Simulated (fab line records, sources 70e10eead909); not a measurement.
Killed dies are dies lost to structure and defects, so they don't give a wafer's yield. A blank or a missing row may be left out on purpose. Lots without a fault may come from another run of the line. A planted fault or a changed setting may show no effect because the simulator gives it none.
Chamber matching | flow nand_harc | NHARC_A_STAIRCASE_DESCUM_11 on rie_diel-11: 4 sister chambers
The step chemistry O2, time 3 s. 8 wafers are shown with their chamber, then 8 later ones without.

WAFERS WITH THEIR CHAMBER
wafer  | chamber | drypump_motor_current_A (A) | showerhead_plenum_p_Torr (Torr)
L077.5 | 3       | 5.0                         | 1.90
L082.1 | 3       | 5.0                         | 1.89
L085.2 | 0       | 6.0                         | 1.91
L085.5 | 1       | 5.3                         | 1.81
L089.1 | 2       | 6.0                         | 1.97
L089.4 | 1       | 5.3                         | 1.81
L089.5 | 2       | 6.0                         | 1.97
L092.1 | 0       | 5.9                         | 1.90

WAFERS WITHOUT THEIR CHAMBER
wafer  | drypump_motor_current_A (A) | showerhead_plenum_p_Torr (Torr)
L092.3 | 5.3                         | 1.81
L092.5 | 5.3                         | 1.81
L094.2 | 6.0                         | 1.96
L094.4 | 5.0                         | 1.88
L094.5 | 6.0                         | 1.96
L097.1 | 5.3                         | 1.81
L097.2 | 6.0                         | 1.90
L097.3 | 6.0                         | 1.96

WHICH CHAMBER EACH WENT THROUGH
wafer  | from the rows above | in truth
L092.3 | 1                   | 1
L092.5 | 1                   | 1
L094.2 | 2                   | 2
L094.4 | 3                   | 3
L094.5 | 2                   | 2
L097.1 | 1                   | 1
L097.2 | 0                   | 0
L097.3 | 2                   | 2
Placed correctly: 8 of 8. Can't be placed from these rows: 0. Placed wrongly: 0.
How it was worked out, from the rows above alone: a wafer's distance from a chamber is the root of the sum, over the readings, of the square of ((its reading less the chamber's mean) divided by the reading's scatter). The wafer belongs to the nearest chamber; if the next one is less than 2 further off, it can't be placed. A chamber's mean is the mean of its shown wafers. The scatter: the root of (the sum of the squares of (reading less its chamber's mean) over the shown wafers, divided by (wafers less chambers)).
